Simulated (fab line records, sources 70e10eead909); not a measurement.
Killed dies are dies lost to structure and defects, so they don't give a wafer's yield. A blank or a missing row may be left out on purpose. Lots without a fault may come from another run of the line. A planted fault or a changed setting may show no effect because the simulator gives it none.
Chamber matching | flow nand_harc | NHARC_A_STAIRCASE_DESCUM_219 on rie_diel-02: 4 sister chambers
The step chemistry O2, time 3 s. 7 wafers are shown with their chamber, then 7 later ones without.

WAFERS WITH THEIR CHAMBER
wafer  | chamber | drypump_motor_current_A (A) | showerhead_plenum_p_Torr (Torr)
L083.1 | 2       | 5.5                         | 1.92
L083.3 | 3       | 5.6                         | 1.97
L086.5 | 2       | 5.5                         | 1.92
L087.2 | 0       | 6.7                         | 1.97
L087.6 | 1       | 5.1                         | 1.91
L090.2 | 0       | 6.7                         | 1.96
L090.3 | 1       | 5.0                         | 1.90

WAFERS WITHOUT THEIR CHAMBER
wafer  | drypump_motor_current_A (A) | showerhead_plenum_p_Torr (Torr)
L090.6 | 5.5                         | 1.96
L093.2 | 5.1                         | 1.90
L093.3 | 5.5                         | 1.91
L093.4 | 6.7                         | 1.96
L094.4 | 5.6                         | 1.96
L094.5 | 6.6                         | 1.96
L094.6 | 5.1                         | 1.90

WHICH CHAMBER EACH WENT THROUGH
wafer  | from the rows above | in truth
L090.6 | 3                   | 3
L093.2 | 1                   | 1
L093.3 | 2                   | 2
L093.4 | 0                   | 0
L094.4 | 3                   | 3
L094.5 | 0                   | 0
L094.6 | 1                   | 1
Placed correctly: 7 of 7. Can't be placed from these rows: 0. Placed wrongly: 0.
How it was worked out, from the rows above alone: a wafer's distance from a chamber is the root of the sum, over the readings, of the square of ((its reading less the chamber's mean) divided by the reading's scatter). The wafer belongs to the nearest chamber; if the next one is less than 2 further off, it can't be placed. A chamber's mean is the mean of its shown wafers. The scatter: the root of (the sum of the squares of (reading less its chamber's mean) over the shown wafers, divided by (wafers less chambers)).
